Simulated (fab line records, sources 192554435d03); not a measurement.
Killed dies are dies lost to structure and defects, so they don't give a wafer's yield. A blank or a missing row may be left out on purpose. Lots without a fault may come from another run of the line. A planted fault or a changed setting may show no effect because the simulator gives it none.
Chamber matching | flow n5_finfet | N5_MOL_CONTACT_COAG_ETCH_91 on rie_diel-06: 4 sister chambers
The step etches SOC in N2/H2, target depth 60 nm, overetch 21 nm, time 101.2 s. 24 wafers are shown with their chamber, then 12 later ones without.

WAFERS WITH THEIR CHAMBER
wafer  | chamber | drypump_motor_current_A (A) | showerhead_plenum_p_Torr (Torr) | throttle_valve_pct (%)
L074.2 | 0       | 5.54                        | 2.52                            | 17.65
L074.3 | 2       | 5.69                        | 2.56                            | 17.77
L074.4 | 1       | 5.95                        | 2.61                            | 17.94
L081.1 | 0       | 5.58                        | 2.51                            | 17.67
L081.2 | 1       | 5.94                        | 2.60                            | 17.95
L081.5 | 2       | 5.68                        | 2.56                            | 17.82
L080.4 | 0       | 5.52                        | 2.51                            | 17.66
L080.5 | 1       | 5.93                        | 2.60                            | 17.95
L080.6 | 0       | 5.59                        | 2.51                            | 17.66
L083.1 | 2       | 5.68                        | 2.55                            | 17.83
L083.3 | 3       | 6.05                        | 2.57                            | 17.58
L083.5 | 0       | 5.57                        | 2.51                            | 17.68
L084.3 | 3       | 6.09                        | 2.56                            | 17.61
L084.4 | 3       | 6.05                        | 2.56                            | 17.58
L084.5 | 2       | 5.67                        | 2.55                            | 17.82
L085.1 | 3       | 6.06                        | 2.56                            | 17.59
L085.4 | 3       | 6.06                        | 2.56                            | 17.58
L085.5 | 1       | 5.93                        | 2.60                            | 17.98
L089.2 | 0       | 5.58                        | 2.51                            | 17.69
L089.4 | 2       | 5.68                        | 2.55                            | 17.84
L089.6 | 0       | 5.56                        | 2.51                            | 17.69
L091.1 | 3       | 6.06                        | 2.56                            | 17.61
L091.2 | 0       | 5.56                        | 2.51                            | 17.70
L091.6 | 3       | 6.02                        | 2.56                            | 17.61

SIGNATURES (means of the wafers above)
reading                  | chamber 0 | chamber 1 | chamber 2 | chamber 3 | scatter within a chamber
drypump_motor_current_A  | 5.5625    | 5.9375    | 5.6800    | 6.0557    | 0.0184
showerhead_plenum_p_Torr | 2.5112    | 2.6025    | 2.5540    | 2.5614    | 0.00429
throttle_valve_pct       | 17.6750   | 17.9550   | 17.8160   | 17.5943   | 0.0192
Rule: a wafer's distance from a chamber is the root of the sum, over the readings, of the square of ((its reading less the chamber's mean) divided by the reading's scatter). The wafer belongs to the nearest chamber; if the next one is less than 2 further off, it can't be placed. The scatter: the root of (the sum of the squares of (reading less its chamber's mean) over the shown wafers, divided by (wafers less chambers)).

WAFERS WITHOUT THEIR CHAMBER
wafer  | drypump_motor_current_A (A) | showerhead_plenum_p_Torr (Torr) | throttle_valve_pct (%)
L092.3 | 6.04                        | 2.56                            | 17.62
L092.4 | 6.05                        | 2.56                            | 17.61
L092.5 | 5.66                        | 2.55                            | 17.84
L093.2 | 6.04                        | 2.55                            | 17.62
L093.4 | 5.68                        | 2.54                            | 17.86
L093.5 | 6.05                        | 2.55                            | 17.60
L094.1 | 5.65                        | 2.54                            | 17.86
L094.2 | 6.04                        | 2.55                            | 17.63
L094.4 | 5.54                        | 2.50                            | 17.70
L096.1 | 5.68                        | 2.54                            | 17.88
L096.2 | 5.54                        | 2.50                            | 17.72
L096.3 | 6.08                        | 2.55                            | 17.64

WHICH CHAMBER EACH WENT THROUGH
wafer  | from the rows above | in truth
L092.3 | 3                   | 3
L092.4 | 3                   | 3
L092.5 | 2                   | 2
L093.2 | 3                   | 3
L093.4 | 2                   | 2
L093.5 | 3                   | 3
L094.1 | 2                   | 2
L094.2 | 3                   | 3
L094.4 | 0                   | 0
L096.1 | 2                   | 2
L096.2 | 0                   | 0
L096.3 | 3                   | 3
Placed correctly: 12 of 12. Can't be placed from these rows: 0. Placed wrongly: 0.
